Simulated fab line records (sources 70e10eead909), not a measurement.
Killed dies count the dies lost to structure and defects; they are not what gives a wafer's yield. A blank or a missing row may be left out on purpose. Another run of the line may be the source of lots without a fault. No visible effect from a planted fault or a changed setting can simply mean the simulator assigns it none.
fab line records -- flow nandHarc
record lots=11, wafers=33, lastDay=23
route steps=1159 shown A_CONTACT@861 THIN_TSV@1119 END@1159
lots that met no fault: from a run of the same line without faults
startH: start of the lot's first displayed wafer, in hours after the record's first day -- waitH: hours since the lot's step before -- " identical to the entry in the row above -- L1.1+2: a single row standing in for several wafers -- - no value, or no start given -- * or withheld: withheld -- < > ~ a bound
route shown NAME@n: a module of which the file shows steps, and the number in the route of the first -- usual: the fault-free wafers' mean and standard deviation -- same: alike in all rows -- chamber/n: place in a boat -- sites: readings site by site -- _std_site: the values' standard deviation -- _edge_site: outer sites' mean less inner sites' -- radiusMm: for every site, how far away it sits from the centre of the wafer -- mask NAME#n: copy n -- behind: the tool/chamber that last shaped the wafer -- hold: why the lot went on hold/how many hours it stayed there/how the hold came to an end -- device: the transistor (n, p or np) that didn't switch -- end of line: at the end of the route, the tests of the same wafers -- for a step that has no rows: nothing shown but its recipe -- killed: the dies lost at the first sort to structure and to defects; this is not the yield of the wafer -- map: a wafer's dies, marking killed ones x, the rest . and places with no die _
set.NAME: the run value of the setting; set.NAME@STEP: its run value at that earlier step -- model.NAME: the simulator's own value behind a step, which no gauge read
one table for each step of the route and one row for each wafer, over a sample of lots
services: from which hour (startH, from the record's first day; less than 0 if before it) a tool's chamber was out of use, for how many hours, and why
## steps
# step NHARC_A_CONTACT_ETCH_51
# recipe targetDepthA=36000, overEtchFrac=0.3, timeS=936, ionEnergyEv=150, o2FlowSccm=400, cosFlowSccm=20, arFlowSccm=0, rfW=500, biasW=300, chemistry=O2/COS
# usual drypumpMotorCurrentA=5.6/0.39, o2FlowSccm=399.9/1.3, oesProductAu=1.005/0.016, rfVppV=313.6/2.6, showerheadPlenumPTorr=3.08/0.17, throttleValvePct=28.331/0.0094
lot.wafer,tool,chamber,startH,waitH,drypumpMotorCurrentA,o2FlowSccm,oesProductAu,rfHoursCounterH,rfVppV,showerheadPlenumPTorr,throttleValvePct
L267.1,rieDiel-03,3,361.68,-,5.6,401.4,1.009,56,311.6,2.92,28.335
L267.2,rieDiel-03,0,361.68,-,5.7,400.1,1.008,53,317.3,3.31,28.319
L267.3,rieDiel-03,2,361.68,-,5.5,401.6,1.028,42,317.2,3.32,28.329
L268.2,rieDiel-03,3,366.11,-,5.6,398.7,1.000,58,310.6,2.92,28.333
L268.1,rieDiel-03,0,366.11,-,5.7,400.2,1.015,56,315.8,3.31,28.348
L268.4,rieDiel-03,2,366.11,-,5.5,399.6,1.015,44,315.6,3.32,28.321
L269.1,rieDiel-11,2,383.60,-,6.1,400.6,1.003,4,311.0,2.92,28.347
L269.3,rieDiel-11,0,383.60,-,6.9,400.4,0.985,4,317.5,3.34,28.324
L269.6,rieDiel-11,2,383.60,-,6.1,401.2,1.006,-,311.4,2.92,28.331
L273.4,rieDiel-10,0,410.57,-,5.7,400.5,1.010,11,312.5,3.07,28.326
L273.1,rieDiel-10,2,410.57,-,6.1,402.1,0.973,12,317.7,3.29,28.323
L273.6,rieDiel-10,0,410.57,-,5.7,400.4,1.002,-,312.5,3.07,28.339
L276.3,rieDiel-10,1,431.92,-,5.3,398.5,1.019,15,310.6,2.90,28.322
L276.1,rieDiel-10,3,431.92,-,5.2,402.2,1.017,15,312.7,3.04,28.329
L276.6,rieDiel-10,1,431.92,-,5.3,399.9,1.034,-,310.4,2.90,28.341
L275.4,rieDiel-10,3,436.44,-,5.2,398.4,1.005,16,312.5,3.04,28.324
L275.1,rieDiel-10,0,436.44,-,5.7,399.1,1.003,17,313.0,3.07,28.331
L275.5,rieDiel-10,3,436.44,-,5.2,398.6,1.012,-,314.1,3.04,28.330
L279.3,rieDiel-03,0,441.96,-,5.7,399.0,1.008,19,316.2,3.30,28.329
L279.1,rieDiel-03,2,441.96,-,5.5,398.7,1.004,13,316.9,3.31,28.329
L279.2,rieDiel-03,3,441.96,-,5.6,401.5,1.010,16,317.6,3.36,28.325
L278.4,rieDiel-10,0,442.35,-,5.7,399.0,1.015,18,313.8,3.07,28.328
L278.3,rieDiel-10,1,442.35,-,5.3,400.5,1.026,18,310.7,2.90,28.329
L278.1,rieDiel-10,2,442.35,-,6.0,400.2,0.974,18,317.4,3.28,28.333
L280.6,rieDiel-11,3,454.97,-,5.3,398.6,0.974,-,311.1,2.93,28.327
L280.5,rieDiel-11,1,454.97,-,5.5,399.3,0.990,-,310.8,2.91,28.339
L280.4,rieDiel-11,2,454.97,-,6.1,402.5,1.016,-,311.3,2.90,28.316
L283.1,rieDiel-03,1,460.65,-,5.2,398.1,1.008,22,314.0,3.01,28.342
L283.2,rieDiel-03,2,460.65,-,5.5,398.9,1.013,19,318.3,3.31,28.329
L283.5,rieDiel-03,0,460.65,-,5.7,400.7,1.022,-,316.0,3.29,28.349
L287.4,rieDiel-11,0,475.62,-,6.8,398.3,0.986,30,316.9,3.33,28.329
L287.5,rieDiel-11,3,475.62,-,5.3,400.3,0.990,-,312.9,2.93,28.350
L287.6,rieDiel-11,0,475.62,-,6.9,399.1,0.977,-,318.4,3.33,28.319
# step NHARC_THIN_TSV_ETCH_44
# recipe targetDepthA=15942, timeS=797.1, cf4FlowSccm=150, o2FlowSccm=10, arFlowSccm=0, rfW=300, biasW=800, chemistry=CF4/O2
# usual drypumpMotorCurrentA=5.6/0.48, o2FlowSccm=10.003/0.027, oesProductAu=1.001/0.014, rfVppV=793/4.3, showerheadPlenumPTorr=1.81/0.067, throttleValvePct=16.914/0.01
lot.wafer,tool,chamber,startH,waitH,drypumpMotorCurrentA,o2FlowSccm,oesProductAu,rfHoursCounterH,rfVppV,showerheadPlenumPTorr,throttleValvePct
L267.1,rieDiel-09,3,419.04,0.1,5.2,10.021,0.977,10,787,1.72,16.912
L267.2,rieDiel-09,0,419.04,0.1,5.7,10.022,0.988,10,791,1.78,16.915
L267.3,rieDiel-09,2,419.04,0.1,6.5,10.012,0.986,10,791,1.77,16.908
L268.1,rieDiel-01,2,428.13,0.1,6.2,9.949,1.012,8,799,1.89,16.926
L268.2,rieDiel-01,3,428.13,0.1,5.4,10.000,0.998,8,795,1.83,16.915
L268.4,rieDiel-01,0,428.13,0.1,5.2,9.996,0.984,7,789,1.74,16.900
L269.3,rieDiel-01,1,436.22,0.1,5.6,10.020,0.993,8,789,1.74,16.928
L269.1,rieDiel-01,0,436.22,0.1,5.2,9.958,0.994,8,788,1.74,16.926
L269.6,rieDiel-01,2,436.22,0.1,6.2,10.018,1.027,-,797,1.89,16.911
L273.1,rieDiel-06,1,466.32,0.2,5.5,10.005,0.994,4,796,1.85,16.916
L273.4,rieDiel-06,2,466.32,0.2,5.8,9.975,1.015,-,801,1.93,16.900
L273.6,rieDiel-06,1,466.32,0.2,5.5,9.958,0.982,-,796,1.85,16.922
L276.3,rieDiel-01,2,481.35,0.2,6.2,9.984,1.029,14,797,1.88,16.921
L276.1,rieDiel-01,3,481.35,0.2,5.4,10.020,1.005,13,794,1.83,16.907
L276.6,rieDiel-01,1,481.35,0.2,5.6,9.968,0.993,-,788,1.74,16.907
L275.4,rieDiel-06,0,485.76,0.2,5.0,9.965,1.005,7,791,1.77,16.907
L275.1,rieDiel-06,1,485.76,0.2,5.4,9.956,0.980,7,794,1.85,16.922
L275.5,rieDiel-06,3,485.76,0.2,5.4,9.980,0.996,-,794,1.83,16.887
L279.3,rieDiel-09,1,498.56,0.1,6.7,10.023,1.030,4,788,1.73,16.924
L279.1,rieDiel-09,2,498.56,0.1,6.5,9.996,0.997,4,790,1.77,16.903
L279.2,rieDiel-09,3,498.56,0.1,5.2,10.038,1.018,4,789,1.72,16.911
L278.1,rieDiel-06,0,500.95,0.1,5.0,9.978,1.014,8,789,1.77,16.934
L278.3,rieDiel-06,1,500.95,0.1,5.4,10.023,0.997,8,797,1.85,16.909
L278.4,rieDiel-06,2,500.95,0.1,5.8,10.024,1.017,8,800,1.93,16.914
L280.4,rieDiel-06,3,502.16,0.1,5.4,9.985,1.002,6,796,1.83,16.914
L280.5,rieDiel-06,3,502.16,0.1,5.4,10.001,1.002,-,794,1.83,16.905
L280.6,rieDiel-06,0,502.16,0.1,5.0,10.030,1.005,-,790,1.77,16.896
L283.2,rieDiel-01,0,520.44,0.1,5.2,10.003,0.980,2,787,1.74,16.911
L283.1,rieDiel-01,3,520.44,0.1,5.4,10.011,0.984,1,795,1.83,16.921
L283.5,rieDiel-01,1,520.44,0.1,5.6,10.005,0.987,-,790,1.74,16.906
L287.4,rieDiel-09,3,528.25,0.2,5.2,10.014,0.995,6,787,1.72,16.899
L287.6,rieDiel-09,0,528.25,0.2,5.7,9.950,0.994,-,790,1.78,16.934
L287.5,rieDiel-09,1,528.25,0.2,6.7,10.034,1.002,-,787,1.73,16.920
# step NHARC_THIN_TSV_ETCH_15
# recipe targetDepthA=30000, boschTargetOveretchCycles=2, boschEtchStepS=2.8, boschDepStepS=1.2, boschCycles=14
# usual drypumpMotorCurrentA=5.7/0.41, heBacksideLeakSccm=2.67/0.27
# same boschCycles=14
lot.wafer,tool,chamber,startH,waitH,drypumpMotorCurrentA,heBacksideLeakSccm,rfHoursCounterH
L267.1,rieSi-02,2,419.62,-,5.6,2.83,0.1
L267.2,rieSi-02,3,419.62,-,5.3,2.63,0.2
L267.3,rieSi-02,0,419.62,-,5.6,2.46,0.2
L268.4,rieSi-02,2,428.70,-,5.6,3.06,0.3
L268.2,rieSi-02,0,428.70,-,5.6,2.44,0.3
L268.1,rieSi-02,1,428.70,-,6.2,2.95,0.2
L269.1,rieSi-01,2,436.80,-,5.1,2.39,1.1
L269.3,rieSi-01,3,436.80,-,6.4,2.60,1.2
L269.6,rieSi-01,3,436.80,-,6.4,2.72,-
L273.4,rieSi-01,1,466.85,-,5.8,2.58,1.6
L273.1,rieSi-01,3,466.85,-,6.4,2.82,1.5
L273.6,rieSi-01,2,466.85,-,5.1,2.46,-
L276.1,rieSi-02,2,481.82,-,5.6,2.89,0.9
L276.3,rieSi-02,0,481.82,-,5.6,2.43,0.6
L276.6,rieSi-02,2,481.82,-,5.6,2.93,-
L275.1,rieSi-02,1,486.23,-,6.3,2.92,0.7
L275.4,rieSi-02,3,486.23,-,5.4,2.42,1.0
L275.5,rieSi-02,0,486.23,-,5.6,2.52,-
L279.1,rieSi-01,0,499.14,-,5.7,2.58,0.1
L279.2,rieSi-01,1,499.14,-,5.8,2.48,0.1
L279.3,rieSi-01,2,499.14,-,5.1,2.52,0.1
L278.4,rieSi-04,3,501.53,-,5.5,2.87,0.4
L278.1,rieSi-04,1,501.53,-,5.7,2.43,0.5
L278.3,rieSi-04,2,501.53,-,4.9,2.70,0.4
L280.4,rieSi-02,0,502.74,-,5.6,2.49,1.0
L280.6,rieSi-02,3,502.74,-,5.4,2.40,-
L280.5,rieSi-02,0,502.74,-,5.7,2.53,-
L283.2,rieSi-01,2,521.01,-,5.1,2.22,0.3
L283.1,rieSi-01,3,521.01,-,6.4,2.90,0.3
L283.5,rieSi-01,3,521.01,-,6.4,2.73,-
L287.5,rieSi-02,1,528.70,-,6.2,2.94,-
L287.4,rieSi-02,3,528.70,-,5.4,2.54,-
L287.6,rieSi-02,0,528.70,-,5.6,2.64,-
# step NHARC_THIN_TSV_DESCUM_35
# recipe timeS=3, o2FlowSccm=200, arFlowSccm=0, biasPowerW=0, chemistry=O2
# usual drypumpMotorCurrentA=5.6/0.51, o2FlowSccm=200.0/0.6, oesProductAu=1.001/0.014, rfVppV=57.6/0.93, showerheadPlenumPTorr=1.89/0.078, throttleValvePct=11.312/0.0091
lot.wafer,tool,chamber,startH,waitH,drypumpMotorCurrentA,o2FlowSccm,oesProductAu,rfHoursCounterH,rfVppV,showerheadPlenumPTorr,throttleValvePct
L267.3,rieDiel-09,0,425.07,-,5.7,200.1,0.993,10,58.1,1.86,11.317
L267.2,rieDiel-09,1,425.07,-,6.7,200.1,1.004,11,56.8,1.80,11.318
L267.1,rieDiel-09,2,425.07,-,6.5,199.6,0.988,10,56.1,1.84,11.302
L268.2,rieDiel-06,1,434.00,-,5.4,199.9,0.997,1,57.2,1.94,11.306
L268.1,rieDiel-06,2,434.00,-,5.8,201.1,1.020,1,59.5,2.03,11.315
L268.4,rieDiel-06,3,434.00,-,5.4,199.7,1.017,1,57.7,1.91,11.297
L269.3,rieDiel-01,0,442.17,-,5.2,200.7,0.984,8,57.2,1.81,11.307
L269.1,rieDiel-01,1,442.17,-,5.6,199.9,0.985,9,57.8,1.81,11.315
L269.6,rieDiel-01,1,442.17,-,5.6,198.6,0.991,-,57.7,1.81,11.306
L273.1,rieDiel-01,2,472.57,-,6.2,199.8,1.020,13,58.2,1.97,11.303
L273.4,rieDiel-01,3,472.57,-,5.4,199.9,1.015,12,56.5,1.91,11.324
L273.6,rieDiel-01,1,472.57,-,5.6,200.4,0.992,-,57.1,1.81,11.308
L276.1,rieDiel-06,1,487.00,-,5.5,200.9,0.973,7,57.0,1.94,11.310
L276.3,rieDiel-06,2,487.00,-,5.8,199.7,1.006,7,59.2,2.03,11.317
L276.6,rieDiel-06,3,487.00,-,5.4,199.3,1.007,-,57.7,1.91,11.296
L275.1,rieDiel-06,2,491.74,-,5.8,200.2,1.011,7,59.0,2.03,11.313
L275.4,rieDiel-06,1,491.74,-,5.4,199.3,0.985,7,58.5,1.94,11.306
L275.5,rieDiel-06,2,491.74,-,5.8,199.6,1.022,-,58.2,2.03,11.322
L279.1,rieDiel-06,1,504.30,-,5.4,200.4,0.984,9,57.0,1.93,11.314
L279.3,rieDiel-06,3,504.30,-,5.4,199.7,1.005,7,57.7,1.91,11.312
L279.2,rieDiel-06,0,504.30,-,5.0,199.9,0.996,9,57.9,1.84,11.307
L278.1,rieDiel-06,0,507.24,-,5.0,199.2,0.995,9,59.5,1.84,11.300
L278.4,rieDiel-06,1,507.24,-,5.4,200.1,0.989,9,58.0,1.94,11.307
L278.3,rieDiel-06,2,507.24,-,5.8,200.2,1.007,9,57.7,2.02,11.310
L280.4,rieDiel-06,3,507.95,-,5.4,199.8,0.997,7,57.9,1.91,11.301
L280.6,rieDiel-06,1,507.95,-,5.5,200.3,0.986,-,56.6,1.94,11.311
L280.5,rieDiel-06,2,507.95,-,5.8,200.8,1.024,-,58.5,2.03,11.305
L283.1,rieDiel-01,2,526.45,-,6.2,199.9,1.020,1,59.0,1.97,11.320
L283.2,rieDiel-01,3,526.45,-,5.4,200.4,0.992,1,56.7,1.91,11.313
L283.5,rieDiel-01,3,526.45,-,5.4,200.1,0.984,-,58.6,1.91,11.326
L287.4,rieDiel-01,0,533.92,-,5.2,201.6,0.987,3,56.9,1.81,11.306
L287.5,rieDiel-01,3,533.92,-,5.4,200.3,0.982,-,58.9,1.91,11.326
L287.6,rieDiel-01,0,533.92,-,5.2,200.3,0.989,-,56.5,1.80,11.320
# step NHARC_END_SORT_01
# recipe tempC=25
# usual killedAtArray=26/8.4, killedAtOther=0.7/0.97, killedAtPeriphery=3.2/2.2, killedDies=30/8.5, killedOpen=3.4/2, killedShort=2/1.3
# same grossDies=677
lot.wafer,tool,chamber,startH,waitH,killedAtArray,killedAtOther,killedAtPeriphery,killedDies,killedOpen,killedShort
L276.1,prober-02,0,497.51,2.5,30,0,2,32,5,2
L276.3,prober-02,0,499.11,3.1,26,1,6,33,8,2
L276.6,prober-02,0,501.51,4.0,26,0,1,27,3,1
L275.1,prober-02,0,505.30,2.5,71,0,1,72,0,1
L275.4,prober-02,0,507.68,3.4,77,0,1,78,3,3
L275.5,prober-02,0,508.47,3.7,80,0,3,83,5,2
L279.1,prober-01,0,513.07,2.5,43,0,6,49,3,3
L279.2,prober-01,0,513.89,2.8,46,0,1,47,8,2
L279.3,prober-01,0,514.71,3.1,36,1,4,41,6,3
L278.1,prober-02,0,520.81,2.5,113,0,3,116,2,0
L278.3,prober-02,0,522.40,3.1,98,0,0,98,2,1
L278.4,prober-02,0,523.20,3.4,68,1,2,71,3,0
L280.4,prober-01,0,523.43,3.4,19,1,2,22,4,3
L280.5,prober-01,0,524.23,3.7,16,0,3,19,5,2
L280.6,prober-01,0,525.04,4.0,14,0,5,19,4,1
L283.1,prober-02,0,536.42,2.5,43,1,3,47,1,2
L283.2,prober-02,0,537.21,2.8,33,2,3,38,3,0
L283.5,prober-02,0,539.60,3.7,40,0,1,41,3,3
L287.4,prober-02,0,546.55,3.4,32,0,5,37,1,5
L287.5,prober-02,0,547.34,3.6,33,0,4,37,8,3
L287.6,prober-02,0,548.12,3.9,32,0,5,37,5,2
# killed by level:class
L276.1 A_SLIT:chamberFilmFlake=15 A_STAIRCASE:chamberFilmFlake=6 A_CHANNEL_HOLE_D1:chamberFilmFlake=3 P_CONTACT:geometricParticle:open=1 A_ONON_D1:geometricParticle:open=1 A_ONON_D1:geometricParticle:short=1 A_CHANNEL_FILL_D1:geometricParticle:open=1 A_WL_FILL:geometricParticle:open=1
L276.3 A_SLIT:chamberFilmFlake=13 A_CHANNEL_HOLE_D1:chamberFilmFlake=6 P_GATE:geometricParticle:open=2 P_GATE:geometricParticle:short=1 P_CONTACT:geometricParticle:open=1 P_M0:geometricParticle:open=1 A_ONON_D1:geometricParticle:open=1 A_CHANNEL_FILL_D1:geometricParticle:open=1
L276.6 A_STAIRCASE:chamberFilmFlake=9 A_SLIT:chamberFilmFlake=9 A_CONTACT:chamberFilmFlake=3 A_CHANNEL_FILL_D1:geometricParticle:short=1 A_SGD_CUT:geometricParticle:open=1 A_BLC:geometricParticle:open=1 A_M0:geometricParticle:open=1 P_STI:chamberFilmFlake=1
L275.1 A_CONTACT:unspecified=48 A_CHANNEL_HOLE_D1:chamberFilmFlake=17 A_STAIRCASE:chamberFilmFlake=3 A_M0:geometricParticle:short=1 P_STI:chamberFilmFlake=1 A_WL_FILL:chamberFilmFlake=1 A_CONTACT:chamberFilmFlake=1
L275.4 A_CONTACT:unspecified=62 A_CHANNEL_HOLE_D1:chamberFilmFlake=6 A_CHANNEL_FILL_D1:geometricParticle:short=2 A_CONTACT:chamberFilmFlake=2 A_ONON_D1:geometricParticle:short=1 A_CONTACT:geometricParticle:open=1 A_BLC:geometricParticle:open=1 A_M0:geometricParticle:open=1
L275.5 A_CONTACT:unspecified=61 A_CHANNEL_HOLE_D1:chamberFilmFlake=8 A_CHANNEL_FILL_D1:geometricParticle:open=3 A_STAIRCASE:chamberFilmFlake=3 P_STI:chamberFilmFlake=2 P_M0:geometricParticle:open=1 A_WL_FILL:geometricParticle:short=1 A_CONTACT:geometricParticle:short=1
L279.1 A_CHANNEL_HOLE_D1:chamberFilmFlake=16 A_SLIT:chamberFilmFlake=15 A_M1:chamberFilmFlake=4 P_GATE:chamberFilmFlake=3 A_CONTACT:chamberFilmFlake=3 P_CONTACT:geometricParticle:short=1 P_CONTACT:geometricParticle:open=1 A_WL_FILL:geometricParticle:short=1
L279.2 A_CHANNEL_HOLE_D1:chamberFilmFlake=18 A_SLIT:chamberFilmFlake=8 A_STAIRCASE:chamberFilmFlake=4 A_CONTACT:geometricParticle:open=3 A_M1:chamberFilmFlake=3 A_M1:geometricParticle:open=2 A_ONON_D1:geometricParticle:open=1 A_CHANNEL_FILL_D1:geometricParticle:open=1
L279.3 A_CHANNEL_HOLE_D1:chamberFilmFlake=16 A_SLIT:chamberFilmFlake=10 A_CONTACT:geometricParticle:open=3 A_CONTACT:chamberFilmFlake=2 P_CONTACT:geometricParticle:short=1 P_CONTACT:geometricParticle:open=1 P_M0:geometricParticle:short=1 A_CHANNEL_FILL_D1:geometricParticle:short=1
L278.1 A_CONTACT:unspecified=89 A_SLIT:chamberFilmFlake=10 A_CHANNEL_HOLE_D1:chamberFilmFlake=4 A_CONTACT:chamberFilmFlake=4 A_CHANNEL_FILL_D1:chamberFilmFlake=2 A_STAIRCASE:chamberFilmFlake=2 P_GATE:geometricParticle:open=1 A_WL_FILL:geometricParticle:open=1
L278.3 A_CONTACT:unspecified=80 A_SLIT:chamberFilmFlake=5 A_CONTACT:chamberFilmFlake=5 A_STAIRCASE:chamberFilmFlake=3 A_CHANNEL_FILL_D1:geometricParticle:open=1 A_WL_FILL:geometricParticle:short=1 A_CONTACT:geometricParticle:open=1 A_CHANNEL_HOLE_D1:chamberFilmFlake=1
L278.4 A_CONTACT:unspecified=47 A_SLIT:chamberFilmFlake=9 A_STAIRCASE:chamberFilmFlake=5 A_CONTACT:chamberFilmFlake=2 A_WL_FILL:geometricParticle:open=1 A_BLC:geometricParticle:open=1 A_M0:geometricParticle:open=1 P_STI:chamberFilmFlake=1
L280.4 A_CONTACT:chamberFilmFlake=4 A_CHANNEL_HOLE_D1:chamberFilmFlake=3 P_CONTACT:geometricParticle:open=2 A_CONTACT:geometricParticle:open=2 A_STAIRCASE:chamberFilmFlake=2 A_SLIT:chamberFilmFlake=2 A_ONON_D1:geometricParticle:short=1 A_BLC:geometricParticle:short=1
L280.5 A_STAIRCASE:chamberFilmFlake=4 P_GATE:geometricParticle:open=2 A_CONTACT:chamberFilmFlake=2 A_M1:chamberFilmFlake=2 P_M0:geometricParticle:open=1 A_ONON_D1:geometricParticle:short=1 A_CHANNEL_FILL_D1:geometricParticle:short=1 A_CONTACT:geometricParticle:open=1
L280.6 A_CHANNEL_HOLE_D1:chamberFilmFlake=3 A_CONTACT:geometricParticle:open=3 A_STAIRCASE:chamberFilmFlake=3 P_GATE:chamberFilmFlake=2 A_CONTACT:chamberFilmFlake=2 P_GATE:geometricParticle:short=1 P_CONTACT:geometricParticle:open=1 P_ZERO_WELL:chamberFilmFlake=1
L283.1 A_SLIT:chamberFilmFlake=19 A_STAIRCASE:chamberFilmFlake=11 A_CHANNEL_HOLE_D1:chamberFilmFlake=5 A_CHANNEL_FILL_D1:geometricParticle:short=2 A_CONTACT:chamberFilmFlake=2 P_GATE:geometricParticle:open=1 P_ZERO_WELL:chamberFilmFlake=1 P_GATE:chamberFilmFlake=1
L283.2 A_STAIRCASE:chamberFilmFlake=11 A_SLIT:chamberFilmFlake=11 A_CHANNEL_HOLE_D1:chamberFilmFlake=7 A_CHANNEL_HOLE_D1:geometricParticle:open=1 A_BLC:geometricParticle:open=1 A_M0:geometricParticle:open=1 P_ZERO_WELL:chamberFilmFlake=1 P_STI:chamberFilmFlake=1
L283.5 A_SLIT:chamberFilmFlake=20 A_STAIRCASE:chamberFilmFlake=7 A_CHANNEL_HOLE_D1:chamberFilmFlake=4 A_CONTACT:chamberFilmFlake=2 P_STI:geometricParticle:short=1 A_ONON_D1:geometricParticle:short=1 A_CHANNEL_FILL_D1:geometricParticle:open=1 A_SGD_CUT:geometricParticle:open=1
L287.4 A_CHANNEL_HOLE_D1:chamberFilmFlake=22 P_M2:chamberFilmFlake=4 A_CONTACT:chamberFilmFlake=4 A_CONTACT:geometricParticle:short=2 P_M0:geometricParticle:short=1 A_ONON_D1:geometricParticle:short=1 A_CHANNEL_HOLE_D1:geometricParticle:short=1 A_M0:geometricParticle:open=1
L287.5 A_CHANNEL_HOLE_D1:chamberFilmFlake=15 A_CONTACT:chamberFilmFlake=6 A_CHANNEL_FILL_D1:geometricParticle:open=2 A_BLC:geometricParticle:open=2 P_M2:chamberFilmFlake=2 P_GATE:geometricParticle:open=1 A_ONON_D1:geometricParticle:short=1 A_CHANNEL_HOLE_D1:geometricParticle:open=1
L287.6 A_CHANNEL_HOLE_D1:chamberFilmFlake=20 A_CONTACT:chamberFilmFlake=5 P_M0:geometricParticle:open=2 A_ZERO_WELL:chamberFilmFlake=2 A_M0:chamberFilmFlake=2 P_GATE:geometricParticle:short=1 P_GATE:geometricParticle:open=1 P_M1:geometricParticle:open=1
## services
tool,chamber,startH,hours,kind
rieDiel-06,3,347.13,3.8,repair
rieDiel-10,-,353.50,9.0,pm
rieDiel-01,1,355.05,8.2,repair
rieDiel-01,-,356.03,2.1,repair
rieDiel-09,3,361.10,2.5,repair
rieDiel-09,-,377.35,0.6,repair
rieDiel-06,3,387.70,2.5,repair
rieSi-02,-,388.00,9.0,pm
rieDiel-06,1,390.71,3.5,repair
rieDiel-03,-,392.56,9.0,pm
rieSi-01,2,406.76,1.4,repair
rieDiel-10,1,416.03,3.8,repair
rieDiel-06,-,416.99,2.3,repair
rieDiel-06,-,419.30,9.0,pm
rieDiel-01,0,428.35,2.5,repair
rieDiel-09,-,431.10,9.0,pm
rieDiel-06,3,454.55,16.7,repair
rieSi-01,0,478.81,5.6,repair
rieSi-01,-,481.00,9.0,pm
rieSi-02,2,489.80,3.5,repair
rieDiel-01,-,491.86,9.0,pm
rieSi-02,2,519.21,13.5,repair
rieDiel-01,1,526.66,2.9,repair
rieDiel-01,3,527.39,5.3,repair
## key
firstSign step=NHARC_END_SORT_01, reading=killedAtArray, direction=up, sigmas=6.9, usual=26, struck=84
effect step=NHARC_END_SORT_01, reading=killedDies, direction=up, sigmas=6.6, usual=30, struck=86
moreKillsBornAt NHARC_A_CONTACT_ETCH_51@rieDiel-10=386
metAt NHARC_A_CONTACT_ETCH_51
struckLots L275,L278
testerLeftOut L275,L278
notActingAt NHARC_THIN_TSV_ETCH_44,NHARC_THIN_TSV_ETCH_15,NHARC_THIN_TSV_DESCUM_35
onsetBetween 431.92 436.44
fault kind=chamberParticleSource, tool=rieDiel-10, chamber=-, onsetH=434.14, steps=NHARC_A_CONTACT_ETCH_51, ratePerVisitCm2=0.94066, endH=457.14
# testerLeftOut: of these lots the tester's yield and bins aren't shown, on N5 and GAA mostly nor the transistor test; their killed dies are dies lost to structure and defects alone, not to doping, threshold or leakage, so they don't give the yield
